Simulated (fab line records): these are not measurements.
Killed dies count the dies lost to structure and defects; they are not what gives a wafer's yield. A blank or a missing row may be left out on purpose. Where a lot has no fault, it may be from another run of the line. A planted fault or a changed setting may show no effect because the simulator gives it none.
What tool caused it? | flow n5-finfet | 27 wafers from 9 lots sampled at 5 of the route's 1938 steps

## WHAT EACH GAUGE READ, for each wafer
N5_BEOL_M4_RC_MEAS_101. Usual: DIBL_N 36.0 mV/V, standard deviation 1.3; DIBL_P 36.2 mV/V, standard deviation 1.7; IOFF_N 0.155 nA/um, standard deviation 0.024; IOFF_P 0.21 nA/um, standard deviation 0.034; ION_N 674 uA/um, standard deviation 9; ION_P 463 uA/um, standard deviation 7.1; SS_N 71.4 mV/dec, standard deviation 0.5; SS_P 73.4 mV/dec, standard deviation 0.57; VT_N 250.0 mV, standard deviation 2.8; VT_P -251 mV, standard deviation 3.2.
lot  | measured     | on        | DIBL_N (mV/V)  | DIBL_P (mV/V)  | IOFF_N (nA/um)    | IOFF_P (nA/um) | ION_N (uA/um) | ION_P (uA/um) | SS_N (mV/dec)  | SS_P (mV/dec)  | VT_N (mV)         | VT_P (mV)      | flag
L483 | day 9 19:06  | prober-01 | 34.4 32.8 34.7 | 34.2 32.1 34.6 | 0.113 0.097 0.123 | 0.17 0.14 0.18 | 654 654 664   | 457 454 460   | 70.8 70.5 71.1 | 72.5 72.9 73.6 | 255.3 255.2 254.6 | -254 -256 -253 |
L484 | day 11 04:40 | prober-01 | 35.0 37.0 36.8 | 35.0 37.2 37.1 | 0.125 0.158 0.155 | 0.17 0.20 0.20 | 663 673 667   | 455 454 458   | 71.2 72.1 71.5 | 73.1 73.6 73.3 | 253.3 252.0 248.5 | -254 -251 -251 |
L491 | day 12 11:48 | prober-02 | 36.0 35.0 35.2 | 37.5 35.7 36.4 | 0.157 0.144 0.153 | 0.21 0.18 0.19 | 672 667 678   | 459 452 462   | 71.7 71.4 70.7 | 73.4 73.0 74.2 | 250.7 251.3 250.9 | -251 -252 -251 |
L492 | day 12 12:08 | prober-01 | 37.8 35.8 36.3 | 37.2 35.1 35.3 | 0.186 0.156 0.159 | 0.20 0.18 0.18 | 682 681 671   | 457 458 460   | 72.0 70.8 70.4 | 73.3 73.1 73.6 | 248.8 248.2 250.2 | -254 -255 -255 |
L502 | day 14 15:31 | prober-01 | 36.7 37.5 36.4 | 36.2 37.5 36.1 | 0.164 0.180 0.156 | 0.24 0.26 0.23 | 680 683 680   | 473 476 472   | 72.1 72.1 72.2 | 73.5 74.1 73.3 | 250.9 251.2 250.9 | -246 -246 -247 |
L504 | day 16 13:35 | prober-01 | 34.7 35.3 35.4 | 32.5 34.4 33.5 | 0.112 0.135 0.127 | 0.16 0.18 0.17 | 663 673 668   | 452 460 458   | 71.0 70.2 70.6 | 73.3 72.5 72.5 | 256.1 253.0 254.5 | -255 -251 -253 |
L506 | day 15 11:43 | prober-01 | 35.7 34.8 34.3 | 34.9 34.3 34.5 | 0.135 0.120 0.121 | 0.20 0.19 0.19 | 676 668 664   | 464 464 464   | 70.9 71.0 70.4 | 73.0 72.4 72.5 | 251.9 255.6 253.3 | -251 -249 -250 |
L505 | day 15 22:30 | prober-01 | 34.6 33.5 33.9 | 34.0 33.6 33.6 | 0.126 0.124 0.121 | 0.16 0.16 0.16 | 657 658 655   | 447 453 453   | 70.6 71.5 71.5 | 73.1 72.0 73.2 | 257.1 253.6 253.1 | -257 -256 -256 |
L503 | day 16 09:26 | prober-01 | 34.5 36.4 35.0 | 35.1 37.7 35.5 | 0.136 0.172 0.146 | 0.18 0.22 0.19 | 669 680 671   | 456 468 467   | 70.9 71.4 71.5 | 73.0 73.1 72.6 | 251.0 246.8 249.7 | -253 -251 -251 |

## EACH LOT AND THE TOOL THAT RAN IT (in order: tool; ch and the chambers of the sampled wafers; start)
lot  | N5_BEOL_M0_SAQP_STRIP_86           | N5_BEOL_M0_SAQP_SPACER1_ALD_98    | N5_BEOL_M0_SAQP_ETCH_101           | N5_BEOL_M0_SAQP_ETCH_106
L483 | rie-diel-06 ch 0,2,3, day 5 14:45  | ald-sin-02 ch 0,1, day 5 15:18    | rie-diel-01 ch 0,1,3, day 5 16:01  | rie-diel-06 ch 2,3, day 5 17:01
L484 | rie-diel-03 ch 0,3, day 7 01:25    | ald-sin-03 ch 0,1, day 7 02:01    | rie-diel-01 ch 0,2,3, day 7 02:49  | rie-diel-03 ch 1,2, day 7 03:29
L491 | rie-diel-06 ch 1,2, day 7 22:49    | ald-sin-02 ch 0,2,3, day 7 23:20  | rie-diel-01 ch 0,1, day 8 00:02    | rie-diel-01 ch 0,1,2, day 8 00:43
L492 | rie-diel-01 ch 1,2, day 8 03:37    | ald-sin-02 ch 0,1,3, day 8 04:10  | rie-diel-01 ch 0,2, day 8 04:53    | rie-diel-06 ch 0,1,2, day 8 05:37
L502 | rie-diel-01 ch 1,2,3, day 10 19:22 | ald-sin-02 ch 1,2,3, day 10 19:53 | rie-diel-06 ch 2,3, day 10 20:36   | rie-diel-06 ch 0,2,3, day 10 21:16
L504 | rie-diel-01 ch 0,1,3, day 11 03:15 | ald-sin-01 ch 0,1,2, day 11 03:46 | rie-diel-06 ch 0,2,3, day 11 04:29 | rie-diel-06 ch 0,2, day 11 06:37
L506 | rie-diel-01 ch 0,1, day 11 07:26   | ald-sin-02 ch 0,2, day 11 07:59   | rie-diel-01 ch 0,1, day 11 08:41   | rie-diel-03 ch 0,1,3, day 11 09:22
L505 | rie-diel-01 ch 0,1,3, day 11 10:22 | ald-sin-02 ch 1,2,3, day 11 10:55 | rie-diel-06 ch 1,3, day 11 11:46   | rie-diel-03 ch 0,1, day 11 12:46
L503 | rie-diel-01 ch 1,3, day 11 13:04   | ald-sin-02 ch 2,3, day 11 13:35   | rie-diel-06 ch 2,3, day 11 14:19   | rie-diel-03 ch 0,1,2, day 11 16:05
- N5_BEOL_M0_SAQP_STRIP_86: strips in N2/H2.
- N5_BEOL_M0_SAQP_SPACER1_ALD_98: deposits SiO2, target thk 12.8 nm, pulse time 1 s, purge time 2 s.
- N5_BEOL_M0_SAQP_ETCH_101: etches SiNx in CH3F/O2, target depth 29.9 nm, time 42.7 s.
- N5_BEOL_M0_SAQP_ETCH_106: etches SOC in N2/H2, stops on SiNx, target depth 150 nm.

## WHAT THE TOOLS THEMSELVES READ (means of the sampled wafers that have a number; where no wafer has one, the mark that the record gives instead)
N5_BEOL_M0_SAQP_STRIP_86. Usual: drypump-motor-current-A 5.9 A, standard deviation 0.56; h2-flow-sccm 299.9 sccm, standard deviation 0.89; oes-product-au 0.80 a.u., standard deviation 0.079; rf-vpp-V 121.9 V, standard deviation 1.4; showerhead-plenum-p-Torr 3.37 Torr, standard deviation 0.11; throttle-valve-pct 19.07 %, standard deviation 0.16.
lot  | tool        | drypump-motor-current-A (A) | h2-flow-sccm (sccm) | oes-product-au (a.u.) | rf-vpp-V (V) | showerhead-plenum-p-Torr (Torr) | throttle-valve-pct (%) | flag
L483 | rie-diel-06 | 6.0                         | 300.4               | 0.79                  | 121.2        | 3.38                            | 19.27                  |
L484 | rie-diel-03 | 5.5                         | 300.0               | 0.81                  | 122.3        | 3.37                            | 19.02                  |
L491 | rie-diel-06 | 6.0                         | 299.3               | 0.76                  | 122.1        | 3.30                            | 19.06                  |
L492 | rie-diel-01 | 6.4                         | 298.8               | 0.86                  | 123.5        | 3.51                            | 19.24                  |
L502 | rie-diel-01 | 6.2                         | 300.1               | 0.85                  | 121.9        | 3.40                            | 19.08                  |
L504 | rie-diel-01 | 6.3                         | 299.5               | 0.81                  | 120.1        | 3.29                            | 19.00                  |
L506 | rie-diel-01 | 6.5                         | 299.9               | 0.78                  | 121.3        | 3.28                            | 19.13                  |
L505 | rie-diel-01 | 6.3                         | 300.1               | 0.81                  | 121.7        | 3.29                            | 19.02                  |
L503 | rie-diel-01 | 6.1                         | 300.4               | 0.85                  | 121.5        | 3.30                            | 18.92                  |

N5_BEOL_M0_SAQP_SPACER1_ALD_98. Usual: heater-power-w 460 W, standard deviation 57; precursor-pulse-height-rel 1.002, standard deviation 0.019; susceptor-temp-C 299.99 C, standard deviation 0.19.
lot  | tool       | heater-power-w (W) | precursor-pulse-height-rel | susceptor-temp-C (C) | flag
L483 | ald-sin-02 | 473                | 0.998                      | 299.96               |
L484 | ald-sin-03 | 485                | 1.013                      | 300.24               |
L491 | ald-sin-02 | 394                | 0.994                      | 295.78               | OFF
L492 | ald-sin-02 | 453                | 1.004                      | 295.75               | OFF
L502 | ald-sin-02 | 441                | 1.009                      | 300.15               |
L504 | ald-sin-01 | 466                | 1.005                      | 300.07               |
L506 | ald-sin-02 | 421                | 1.003                      | 299.79               |
L505 | ald-sin-02 | 445                | 0.993                      | 300.14               |
L503 | ald-sin-02 | 408                | 0.984                      | 300.00               |

N5_BEOL_M0_SAQP_ETCH_101. Usual: drypump-motor-current-A 6.0 A, standard deviation 0.56; mfc-ar-sccm 150.0 sccm, standard deviation 0.43; oes-product-au 0.79 a.u., standard deviation 0.083; rf-vpp-V 298.0 V, standard deviation 2.7; showerhead-plenum-p-Torr 2.01 Torr, standard deviation 0.064; throttle-valve-pct 16.48 %, standard deviation 0.18.
lot  | tool        | drypump-motor-current-A (A) | mfc-ar-sccm (sccm) | oes-product-au (a.u.) | rf-vpp-V (V) | showerhead-plenum-p-Torr (Torr) | throttle-valve-pct (%) | flag
L483 | rie-diel-01 | 6.3                         | 150.3              | 0.76                  | 297.3        | 1.98                            | 16.56                  |
L484 | rie-diel-01 | 6.3                         | 149.8              | 0.82                  | 298.3        | 2.01                            | 16.61                  |
L491 | rie-diel-01 | 6.4                         | 149.9              | 0.79                  | 298.4        | 1.98                            | 16.41                  |
L492 | rie-diel-01 | 6.5                         | 150.4              | 0.88                  | 300.2        | 2.07                            | 16.50                  |
L502 | rie-diel-06 | 5.6                         | 150.0              | 0.79                  | 297.5        | 1.99                            | 16.52                  |
L504 | rie-diel-06 | 6.0                         | 149.6              | 0.75                  | 298.0        | 2.00                            | 16.60                  |
L506 | rie-diel-01 | 6.4                         | 149.5              | 0.76                  | 298.6        | 1.97                            | 16.46                  |
L505 | rie-diel-06 | 5.2                         | 150.1              | 0.93                  | 299.8        | 2.03                            | 16.25                  |
L503 | rie-diel-06 | 6.0                         | 150.2              | 0.77                  | 295.0        | 1.95                            | 16.53                  |

N5_BEOL_M0_SAQP_ETCH_106. Usual: drypump-motor-current-A 6.0 A, standard deviation 0.55; h2-flow-sccm 199.9 sccm, standard deviation 0.54; oes-product-au 0.78 a.u., standard deviation 0.079; rf-vpp-V 240.9 V, standard deviation 1.4; showerhead-plenum-p-Torr 2.56 Torr, standard deviation 0.089; throttle-valve-pct 17.95 %, standard deviation 0.17.
lot  | tool        | drypump-motor-current-A (A) | h2-flow-sccm (sccm) | oes-product-au (a.u.) | rf-vpp-V (V) | showerhead-plenum-p-Torr (Torr) | throttle-valve-pct (%) | flag
L483 | rie-diel-06 | 5.6                         | 200.1               | 0.83                  | 240.7        | 2.54                            | 18.00                  |
L484 | rie-diel-03 | 5.4                         | 200.0               | 0.76                  | 240.7        | 2.58                            | 17.73                  |
L491 | rie-diel-01 | 6.4                         | 200.1               | 0.82                  | 241.0        | 2.57                            | 17.96                  |
L492 | rie-diel-06 | 6.0                         | 200.5               | 0.72                  | 241.4        | 2.56                            | 18.02                  |
L502 | rie-diel-06 | 6.0                         | 199.3               | 0.75                  | 240.4        | 2.54                            | 18.09                  |
L504 | rie-diel-06 | 6.4                         | 199.9               | 0.71                  | 241.0        | 2.55                            | 18.13                  |
L506 | rie-diel-03 | 5.7                         | 199.5               | 0.75                  | 239.8        | 2.51                            | 17.85                  |
L505 | rie-diel-03 | 5.8                         | 200.0               | 0.71                  | 239.6        | 2.48                            | 17.92                  |
L503 | rie-diel-03 | 5.6                         | 199.6               | 0.72                  | 240.8        | 2.53                            | 17.86                  |

## THE ANSWER, worked out from the rows above alone
Rule: lot off if the mean of its wafers having a number is beyond 3 standard deviations from the usual mean. Also off: a lot with no number at a reading for which 4 or more lots have one. The other lots that the step has rows for count as sound. First the gauges in route order, then the tools' own readings, where a lot's mean is used as printed above. The first step at which some lot is off is used, and at that step the reading that is off furthest; a lot without a number counts as furthest.
Off: L491, L492 (N5_BEOL_M0_SAQP_SPACER1_ALD_98, susceptor-temp-C).
If a tool, at that step or one of the process steps before it, ran each lot that is off and ran no sound lot following the first of them, it fits. Not one of the candidates tried fits.

## WHAT THE SIMULATOR PUT IN
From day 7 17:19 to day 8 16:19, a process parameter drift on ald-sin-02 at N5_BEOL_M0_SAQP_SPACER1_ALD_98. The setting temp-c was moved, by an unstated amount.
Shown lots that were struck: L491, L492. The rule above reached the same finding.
